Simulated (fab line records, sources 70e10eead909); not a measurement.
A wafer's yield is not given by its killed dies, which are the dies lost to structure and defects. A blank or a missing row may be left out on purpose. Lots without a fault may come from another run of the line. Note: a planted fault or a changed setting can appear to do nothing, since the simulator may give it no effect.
fab line records    flow nand_harc
record lots=7  wafers=21  last_day=33
route steps=1302 shown P_START@1 P_ZERO_WELL@2 END@1302
lots that met no fault: taken from a fault-free run of the same line
start_h: start of the lot's first displayed wafer, in hours after the record's first day    wait_h: hours elapsed since this lot's preceding step    " the same as in the row above    L1.1+2: a row that stands for several wafers    - no value, or no start was given    * or withheld: withheld    < > ~ a bound
route shown NAME@n: names a module that has steps shown in the file, with the first one's number in the route    usual: mean/standard deviation taken from wafers without a fault    same: alike in all rows    chamber/n: place in a boat    sites: the reading at each site    _std_site: standard deviation across them    _edge_site: outer sites' mean less inner sites'    radius_mm: for every site, how far away it sits from the centre of the wafer    mask NAME#n: copy n    behind: the tool/chamber that last shaped the wafer    hold: why the lot went on hold/how many hours it stayed there/how the hold came to an end    device: the n, p or np transistor that did not switch    end of line: the route-end tests of the same wafers    a step given without rows: its recipe and nothing more    killed: dies lost to structure and defects at the first sort, not the wafer's yield    map: the dies of a wafer, with x for killed, . for not killed, _ for no die there
set.NAME: the setting the step ran with; set.NAME@STEP: the setting that earlier step ran with    model.NAME: the simulator's own value behind a step, which no gauge read
certain route steps with their lots: each step a table, each wafer a row
services: a tool's chamber out of use, with start hour (start_h, from the record's first day; less than 0 if before it), hours out, and reason
## steps
# step NHARC_P_START_INSPECT_01
# usual raw_defect_count=3.5/1.8
lot.wafer  tool               chamber  start_h  wait_h  raw_defect_count
L683.1     defect_inspect-01  -        30.04    -       1
L683.2     "                  -        "        "       3
L683.5     "                  -        "        "       2
L684.4     defect_inspect-01  -        40.05    -       2
L684.5     "                  -        "        "       2
L684.6     "                  -        "        "       1
L690.2     defect_inspect-01  -        100.04   -       4
L690.3     "                  -        "        "       1
L690.6     "                  -        "        "       7
L691.1     defect_inspect-02  -        110.04   -       4
L691.3     "                  -        "        "       4
L691.6     "                  -        "        "       4
L692.2     defect_inspect-02  -        120.04   -       1
L692.5     "                  -        "        "       2
L692.6     "                  -        "        "       7
L698.2     defect_inspect-02  -        180.04   -       5
L698.3     "                  -        "        "       1
L698.6     "                  -        "        "       5
L705.2     defect_inspect-01  -        250.04   -       2
L705.3     "                  -        "        "       2
L705.4     "                  -        "        "       6
# step NHARC_P_ZERO_WELL_PRECLEAN_00
# recipe time_s=600  temp_c=120  chemistry=SPM
# step NHARC_P_ZERO_WELL_SRD_01
# step NHARC_P_ZERO_WELL_PECVD_02
# recipe target_thk_a=100  temp_c=400  pressure_torr=6.5  rf_w=withheld  teos_flow_sccm=withheld  flow_sccm=2650  target_thk_nm=10  gas=O2  material=SiO2
# step NHARC_P_ZERO_WELL_DEHYDRATE_03
# recipe temp_c=150  time_s=120
# step NHARC_P_ZERO_WELL_HMDS_04
# recipe time_s=30
# step NHARC_P_ZERO_WELL_COAT_64
# recipe temp_c=200  time_s=65
# step NHARC_P_ZERO_WELL_COAT_05
# recipe spin_rpm=2000  resist_thk_nm=600
# step NHARC_P_ZERO_WELL_SOFTBAKE_06
# recipe temp_c=125  time_s=70
# step NHARC_P_ZERO_WELL_EBR_07
# step NHARC_P_ZERO_WELL_EXPOSE_08
# recipe na=0.55  target_cd_nm=500  dose_mj=33.8  mask_id=P_ZERO
# same na=0.55
lot.wafer   tool            chamber  start_h  wait_h  mask      model.P_ZERO_WELL.overlay_x_nm
L683.1+2+5  krf_scanner-02  0        31.08    -       P_ZERO#0  -5.203
L684.4+5+6  krf_scanner-01  0        41.11    -       P_ZERO#0  -3.065
L690.2+3+6  krf_scanner-01  0        100.97   -       P_ZERO#0  146.3
L691.1+3+6  krf_scanner-04  0        111.08   -       P_ZERO#0  -10.43
L692.2+5+6  krf_scanner-01  0        121.09   -       P_ZERO#0  140.7
L698.2+3+6  krf_scanner-01  0        181.09   -       P_ZERO#0  124.9
L705.2+3+4  krf_scanner-04  0        251.09   -       P_ZERO#0  3.29
# step NHARC_P_ZERO_WELL_PEB_09
# recipe peb_temp_c=128  peb_time_s=80
# step NHARC_END_SORT_01
# recipe temp_c=25
# usual killed_at_array=50/17  killed_at_other=0.7/1  killed_at_periphery=3.4/2.4  killed_dies=54/17  killed_open=3.3/1.7  killed_short=2.5/1.6
# same gross_dies=677
lot.wafer  tool       chamber  start_h  wait_h  killed_at_array  killed_at_other  killed_at_periphery  killed_dies  killed_open  killed_short
L683.1     prober-02  0        575.47   2.5     66               0                4                    70           5            3
L683.2     prober-02  0        576.27   2.8     63               0                6                    69           5            2
L683.5     prober-02  0        578.68   3.7     38               0                2                    40           7            3
L691.1     prober-02  0        664.06   2.5     58               0                5                    63           4            0
L691.3     prober-02  0        665.67   3.1     44               0                1                    45           3            2
L691.6     prober-02  0        668.08   4.0     40               1                0                    41           2            3
L692.2     prober-01  0        674.18   2.8     35               0                0                    35           3            2
L692.5     prober-01  0        676.58   3.7     31               1                2                    34           3            5
L692.6     prober-01  0        677.38   4.0     37               0                2                    39           5            2
# killed by level:class
L683.1 A_CHANNEL_HOLE_D1:chamber_film_flake=36 A_CHANNEL_HOLE_D2:chamber_film_flake=15 A_STAIRCASE:chamber_film_flake=6 A_CONTACT:chamber_film_flake=3 A_CHANNEL_FILL_D1:geometric_particle:open=2 A_WL_FILL:geometric_particle:short=2 P_M0:geometric_particle:short=1 P_M0:geometric_particle:open=1
L683.2 A_CHANNEL_HOLE_D2:chamber_film_flake=40 A_CHANNEL_HOLE_D1:chamber_film_flake=15 P_GATE:chamber_film_flake=5 A_WL_FILL:geometric_particle:open=2 A_CONTACT:chamber_film_flake=2 P_GATE:geometric_particle:open=1 A_SOURCE_PLATE:geometric_particle:short=1 A_ONON_D1:geometric_particle:short=1
L683.5 A_CHANNEL_HOLE_D2:chamber_film_flake=10 A_CHANNEL_HOLE_D1:chamber_film_flake=9 A_STAIRCASE:chamber_film_flake=6 A_CHANNEL_FILL_D1:geometric_particle:open=2 P_GATE:chamber_film_flake=2 A_ZERO_WELL:chamber_film_flake=2 A_SOURCE_PLATE:geometric_particle:short=1 A_ONON_D1:geometric_particle:open=1
L691.1 A_CHANNEL_HOLE_D1:chamber_film_flake=37 A_CHANNEL_HOLE_D2:chamber_film_flake=13 A_CONTACT:chamber_film_flake=3 P_GATE:geometric_particle:open=1 P_CONTACT:geometric_particle:open=1 P_M1:geometric_particle:open=1 A_WL_FILL:geometric_particle:open=1 P_GATE:chamber_film_flake=1
L691.3 A_CHANNEL_HOLE_D1:chamber_film_flake=17 A_CHANNEL_HOLE_D2:chamber_film_flake=13 A_SLIT:chamber_film_flake=3 A_CONTACT:chamber_film_flake=3 A_WL_FILL:geometric_particle:short=2 A_BONDPAD:chamber_film_flake=2 P_STI:geometric_particle:open=1 A_ONON_D2:geometric_particle:open=1
L691.6 A_CHANNEL_HOLE_D2:chamber_film_flake=14 A_CHANNEL_HOLE_D1:chamber_film_flake=11 A_STAIRCASE:chamber_film_flake=3 A_CHANNEL_FILL_D2:chamber_film_flake=2 A_CONTACT:chamber_film_flake=2 A_SOURCE_PLATE:geometric_particle:short=1 A_CHANNEL_FILL_D1:geometric_particle:short=1 A_DECK1_JOINT:geometric_particle:open=1
L692.2 A_CHANNEL_HOLE_D2:chamber_film_flake=11 A_CHANNEL_HOLE_D1:chamber_film_flake=9 A_CONTACT:chamber_film_flake=5 A_STAIRCASE:chamber_film_flake=2 A_ONON_D1:geometric_particle:open=1 A_CHANNEL_FILL_D1:geometric_particle:short=1 A_CHANNEL_FILL_D2:geometric_particle:short=1 A_CHANNEL_FILL_D2:geometric_particle:open=1
L692.5 A_CHANNEL_HOLE_D2:chamber_film_flake=10 A_CONTACT:chamber_film_flake=6 A_CHANNEL_HOLE_D1:chamber_film_flake=5 A_WL_FILL:geometric_particle:short=3 A_ZERO_WELL:chamber_film_flake=2 A_SLIT:chamber_film_flake=2 P_CONTACT:geometric_particle:short=1 P_M0:geometric_particle:open=1
L692.6 A_CHANNEL_HOLE_D1:chamber_film_flake=14 A_CHANNEL_HOLE_D2:chamber_film_flake=11 A_CHANNEL_FILL_D1:chamber_film_flake=2 A_CONTACT:chamber_film_flake=2 P_CONTACT:geometric_particle:open=1 A_ONON_D1:geometric_particle:short=1 A_CHANNEL_FILL_D1:geometric_particle:open=1 A_DECK1_JOINT:geometric_particle:open=1
## services
tool            chamber  start_h  hours  kind
krf_scanner-02  0        8.55     -      calibration
krf_scanner-01  -        11.61    0.9    repair
krf_scanner-04  -        20.09    6.3    repair
krf_scanner-04  -        27.45    4.0    pm
krf_scanner-04  0        31.70    -      calibration
krf_scanner-02  -        47.37    11.1   repair
krf_scanner-04  -        60.77    7.7    repair
krf_scanner-01  -        92.79    0.6    repair
krf_scanner-02  -        94.00    4.0    pm
krf_scanner-01  0        95.29    -      calibration
krf_scanner-02  -        138.44   1.3    repair
krf_scanner-01  -        140.00   4.0    pm
krf_scanner-02  0        173.61   -      calibration
krf_scanner-04  -        199.45   4.0    pm
## key
first_sign none at tools or gauges
model_effect step=NHARC_P_ZERO_WELL_EXPOSE_08  value=P_ZERO_WELL.overlay_x_nm  without=3.503  struck=137.3
met_at NHARC_P_ZERO_WELL_EXPOSE_08
struck_wafers L690.2,L690.3,L690.6,L692.2,L692.5,L692.6,L698.2,L698.3,L698.6
tester_left_out L690,L692,L698
onset_between 41.11 100.97
fault kind=scanner_matching_overlay  tool=krf_scanner-01  chamber=-  onset_h=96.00  steps=NHARC_P_ZERO_WELL_EXPOSE_08  offset=133.79
# tester_left_out: of these lots the tester's yield and bins aren't shown, on N5 and GAA mostly nor the transistor test; their killed dies are dies lost to structure and defects alone, not to doping, threshold or leakage, so they don't give the yield
